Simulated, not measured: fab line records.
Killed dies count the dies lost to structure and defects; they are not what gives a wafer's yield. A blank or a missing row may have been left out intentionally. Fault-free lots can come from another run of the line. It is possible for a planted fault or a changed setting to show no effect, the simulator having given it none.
Matching of chambers -- flow n5-finfet -- 3 sister chambers for N5_BEOL_M1_DEP_57 on pecvd-04
The step deposits SiCN from 3MS/NH3, target thk 8 nm, time 14 s. 6 wafers are shown with their chamber, then 9 later ones without.

## WAFERS, EACH WITH ITS CHAMBER
wafer,chamber,throttle-valve-pct (%),showerhead-plenum-p-Torr (Torr)
L084.6,1,8.8,3.686
L086.1,0,9.5,3.666
L086.4,2,8.3,3.659
L088.2,0,9.5,3.647
L088.3,2,8.5,3.664
L088.5,1,8.6,3.681

## WAFERS WITHOUT THEIR CHAMBER
wafer,throttle-valve-pct (%),showerhead-plenum-p-Torr (Torr)
L087.2,8.4,3.647
L087.3,9.6,3.654
L087.5,8.9,3.681
L094.2,8.6,3.678
L094.5,9.6,3.660
L094.6,8.9,3.680
L095.1,9.0,3.679
L095.2,8.8,3.656
L095.4,9.2,3.685

## THE CHAMBER EACH PASSED THROUGH
wafer,from the rows above,in truth
L087.2,2,2
L087.3,0,0
L087.5,1,1
L094.2,can't be placed: 1 or 2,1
L094.5,0,0
L094.6,1,1
L095.1,1,1
L095.2,can't be placed: 1 or 2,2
L095.4,can't be placed: 0 or 1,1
Placed correctly: 6 of 9. Cannot be placed on the basis of these rows: 3; the candidates contain the true chamber in 3. Number placed wrongly: 0.
How it was worked out, from the rows above alone: a wafer's distance from a chamber is the root of the sum, over the readings, of the square of ((its reading less the chamber's mean) divided by the reading's scatter). If the next closest chamber is less than 2 further off than the closest, the wafer can't be placed; otherwise it belongs to the closest. Each chamber's mean is taken over the wafers shown for it. The scatter: the root of (the sum of the squares of (reading less its chamber's mean) over the shown wafers, divided by (wafers less chambers)).
